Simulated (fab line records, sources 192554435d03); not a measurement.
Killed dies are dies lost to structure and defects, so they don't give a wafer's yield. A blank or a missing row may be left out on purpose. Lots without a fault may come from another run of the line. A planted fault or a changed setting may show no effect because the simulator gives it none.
A struck lot beside a sound one | flow n5_finfet | 30 steps out of a route of 1938
Sound: wafers L700.3, L700.4. Struck: wafers L692.2, L692.4, L692.5. The cause comes at the end.
At each step with rows: each side's tool, then ch and its chambers, then its first start. Under that, the readings that differ: sound wafers | struck wafers | difference of the means | sigmas: that difference in standard deviations of wafers without a fault.
alike: readings whose means differ by less than 2 such deviations, and words and numbers that are the same on both sides. not compared: withheld readings, readings that some wafer has no value for, bounds like >300 that may hide the same value, and numbers for which the record gives no deviation and whose values overlap.
The two part at a step that has a row with sigmas, a row that says differs or no value, or rows on one side only. Numbers that don't overlap but have no deviation are shown without sigmas and don't part them. A reading that every wafer of one side lacks parts them only if that side has two wafers or more.

first, 1 step without rows for these wafers: N5_BEOL_M8_ALD_77 (deposits TaN, target thk 2 nm, pulse time 2 s, purge time 3 s).
N5_BEOL_M8_SURFACE_TREAT_79:
  sound on pvd_sputter-01, day 17 12:30; struck on pvd_sputter-01, day 15 13:17
  not compared: throttle_valve_pct
then, 1 step without rows for these wafers: N5_BEOL_M8_CVD_78 (deposits Co from CCTBA/H2, target thk 2 nm, time 142.3 s).
N5_BEOL_M8_SPUTTER_48: material Cu, target thk 10 nm, time 1.667 s.
  sound on pvd_sputter-01, day 17 12:47; struck on pvd_sputter-01, day 15 13:35
  alike: throttle_valve_pct
then, 3 steps without rows for these wafers: N5_BEOL_M8_ECD_50 (material Cu, target thk 300 nm); N5_BEOL_M8_ANNEAL_51 (time 90 s); N5_BEOL_M8_CMP_52 (polishes, stops on SiCOH lowk, t overpolish 6.9 s, target thk 80 nm).
N5_BEOL_M8_THK_MEAS_53: measures by xrf.
  sound on film_metro-01, day 17 13:35; struck on film_metro-02, day 15 14:23
  alike: M8_THK
then, 2 steps without rows for these wafers: N5_BEOL_M8_PRE_CLEAN_55 (time 15 s); N5_BEOL_M8_DEP_56 (deposits SiCN from 3MS/NH3, target thk 10 nm, time 17.5 s).
N5_BEOL_M8_RS_MEAS_57: measures by four-point-probe.
  sound on film_metro-01, day 17 13:43; struck on film_metro-01, day 15 14:31
  alike: M8_RS
N5_BEOL_M8_INSPECT_58: inspects for defects (darkfield).
  sound on defect_inspect-01, day 17 13:45; struck on defect_inspect-01, day 15 14:33
  alike: raw_defect_count
N5_BEOL_M9_ILD_DEP_00: deposits SiCOH lowk from DEMS/porogen, target thk 308.51 nm, time 58 s.
  sound on pecvd-02 ch 0,2, day 17 13:47; struck on pecvd-04 ch 0,1, day 15 14:35
  alike: heater_power_w, rf_fwd_power_W, showerhead_plenum_p_Torr, throttle_valve_pct
then, 1 step without rows for these wafers: N5_BEOL_M9_CURE_71 (cures SiCOH lowk, time 240 s).
N5_BEOL_M9_THK_MEAS_01:
  sound on film_metro-02, day 17 14:23; struck on film_metro-02, day 15 15:11
  alike: M9_ILD_THK
N5_BEOL_M9_PECVD_70: deposits SiO2 from TEOS/O2, target thk 20 nm, time 22.7 s.
  sound on pecvd-03 ch 2, day 17 14:25; struck on pecvd-02 ch 0,1,2, day 15 15:13
  alike: heater_power_w, rf_fwd_power_W, showerhead_plenum_p_Torr, throttle_valve_pct
N5_BEOL_M9_HM_DEP_02: deposits TiN, target thk 20 nm.
  sound on pvd_sputter-02, day 17 15:03; struck on pvd_sputter-02, day 15 15:21
  alike: throttle_valve_pct
then, 8 steps without rows for these wafers: N5_BEOL_M9_COAT_59 (time 60 s, resist thk 100 nm); N5_BEOL_M9_COAT_60 (time 60 s, resist thk 30 nm); N5_BEOL_M9_COAT_05 (resist thk 90 nm); N5_BEOL_M9_EBR_07; N5_BEOL_M9_SOFTBAKE_06 (time 60 s); N5_BEOL_M9_EXPOSE_08 (exposes mask M9); N5_BEOL_M9_PEB_09 (peb time 60 s); N5_BEOL_M9_DEVELOP_10 (develop time 30 s).
N5_BEOL_M9_CD_MEAS_11: target cd 64.1 nm.
  sound on cd_sem-01 ch 0, day 17 15:33; struck on cd_sem-01 ch 0, day 15 15:43
  alike: cd_nm
N5_BEOL_M9_OVL_MEAS_12:
  sound on overlay-02 ch 0, day 17 15:35; struck on overlay-01 ch 0, day 15 15:45
  alike: M9_OVL
N5_BEOL_M9_INSPECT_13: inspects for defects (brightfield).
  sound on defect_inspect-01, day 17 15:36; struck on defect_inspect-02, day 15 15:46
  reading          | sound   | struck       | difference | sigmas
  raw_defect_count | 393 360 | 1015 991 946 | +608       | +6
N5_BEOL_M9_DESCUM_16: chemistry O2, time 7.9 s.
  sound on rie_diel-03 ch 1,3, day 17 15:38; struck on rie_diel-02 ch 1,2,3, day 15 15:49
  reading                     | sound   | struck      | difference | sigmas
  drypump_motor_current_A (A) | 5.9 6.5 | 4.8 5.8 5.4 | -0.9       | -2
  alike: chamber_pressure_mTorr, oes_product_au, rf_fwd_power_W, rf_vpp_V, showerhead_plenum_p_Torr, throttle_valve_pct
  not compared: rf_hours_counter_h
-- the record jumps here: 3 days lie between the struck wafers' starts before and after (it left off in module BEOL_M9 and takes up again in module PASSIVATION, whose first step shown is number 1936 of the route) --
N5_PASSIVATION_PROBE_49:
  sound on prober-01, day 20 01:02; struck on prober-02, day 18 05:06
  reading                  | sound     | struck         | difference | sigmas
  defect_limited_yield (%) | 92.1 91.8 | 85.8 85.3 82.3 | -7.5       | -5
  killed_at_M4_up          | 21 15     | 76 72 133      | +76        | +14
  killed_dies              | 93 97     | 167 174 209    | +88        | +5
  sort_bin_4_leakage (%)   | 0 0       | 0 0.51 0       | +0         | +2
  sort_bin_5_function (%)  | 4.5 4.9   | 9.0 8.1 11.6   | +4.9       | +5
  sort_n_pass              | 1087 1083 | 1013 1000 971  | -90        | -5
  sort_yield_pct (%)       | 92.1 91.8 | 85.8 84.7 82.3 | -7.7       | -5
  alike: killed_at_M0_to_M3, killed_at_contacts, killed_at_front_end, killed_at_other, killed_open, killed_short, sort_bin_6_memory

WHERE THEY PART
First at N5_BEOL_M9_INSPECT_13; last, within this record, at N5_PASSIVATION_PROBE_49.

WHY: what the simulator had put in
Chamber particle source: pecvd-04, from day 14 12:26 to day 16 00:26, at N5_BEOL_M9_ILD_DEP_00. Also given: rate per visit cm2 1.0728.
